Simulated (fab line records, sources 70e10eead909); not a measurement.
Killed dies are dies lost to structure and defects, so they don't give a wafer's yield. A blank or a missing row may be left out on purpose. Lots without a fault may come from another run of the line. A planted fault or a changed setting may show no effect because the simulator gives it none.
Which tool did it? | flow nand_harc | 7 lots, 21 wafers sampled, at 2 steps of a route of 1159

WHAT THE GAUGES READ, wafer by wafer
NHARC_A_ONON_D1_THK_MEAS_18: measures by ellipsometry.
lot  | measured     | on            | thk_nm (nm)
L457 | day 8 01:22  | film_metro-01 | 982 984 983
L460 | day 8 23:46  | film_metro-02 | 1004 1002 1005
L463 | day 9 13:34  | film_metro-01 | 1004 1007 1006
L465 | day 10 09:11 | film_metro-01 | 995 996 993
L467 | day 10 21:40 | film_metro-01 | 995 995 995
L475 | day 12 17:18 | film_metro-02 | 1548 1547 1546 1548 1546 1547
L478 | day 13 10:33 | film_metro-02 | 989 990 993

WHICH TOOL RAN EACH LOT (tool, then ch and the chambers of the sampled wafers, then the start)
lot  | NHARC_A_ONON_D1_DEP_16
L457 | pecvd_onon-02 ch 0, day 8 00:55
L460 | pecvd_onon-01 ch 0, day 8 23:15
L463 | pecvd_onon-03 ch 0, day 9 13:03
L465 | pecvd_onon-02 ch 0, day 10 08:41
L467 | pecvd_onon-03 ch 0, day 10 21:16
L475 | pecvd_onon-02 ch 0, day 12 16:48
L478 | pecvd_onon-01 ch 0, day 13 10:05
- NHARC_A_ONON_D1_DEP_16: target thk 1000 nm.

THE ANSWER, worked out from the rows above alone
Rule: what is usual is taken from the lots themselves. Put in order of their means at a reading, lots are off if they are a third of the lots or fewer, leave a main group of 4 or more, and stand apart from it by a gap of 3 or more times the standard deviation of the main group's means; of several such gaps the widest counts. A main group whose means are all the same, to the digits that the tables above print for the reading, isn't used. A lot without any number at a reading at which 4 lots or more have one is off too. The other lots that the step has rows for count as sound.
Off: L475, at NHARC_A_ONON_D1_THK_MEAS_18 (thk_nm). The main group: mean 995 nm, standard deviation 7.6.
A tool fits if, at a process step before that reading, it ran every lot that is off, and no sound lot after the first of them. The gauges at NHARC_A_ONON_D1_THK_MEAS_18 are tried like those tools. One fits: pecvd_onon-02 at NHARC_A_ONON_D1_DEP_16. Its last sound lot is L465 (day 10 08:41), its first lot that is off L475 (day 12 16:48): a fault that began between those two fits.

WHAT THE SIMULATOR HAD PUT IN
Process parameter drift: pecvd_onon-02, from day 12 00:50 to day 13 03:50, at NHARC_A_ONON_D1_DEP_16. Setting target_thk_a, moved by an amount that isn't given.
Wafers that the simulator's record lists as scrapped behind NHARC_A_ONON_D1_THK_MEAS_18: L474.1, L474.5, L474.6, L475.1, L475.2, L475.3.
Lots struck among those shown: L475. The rule above found the same.
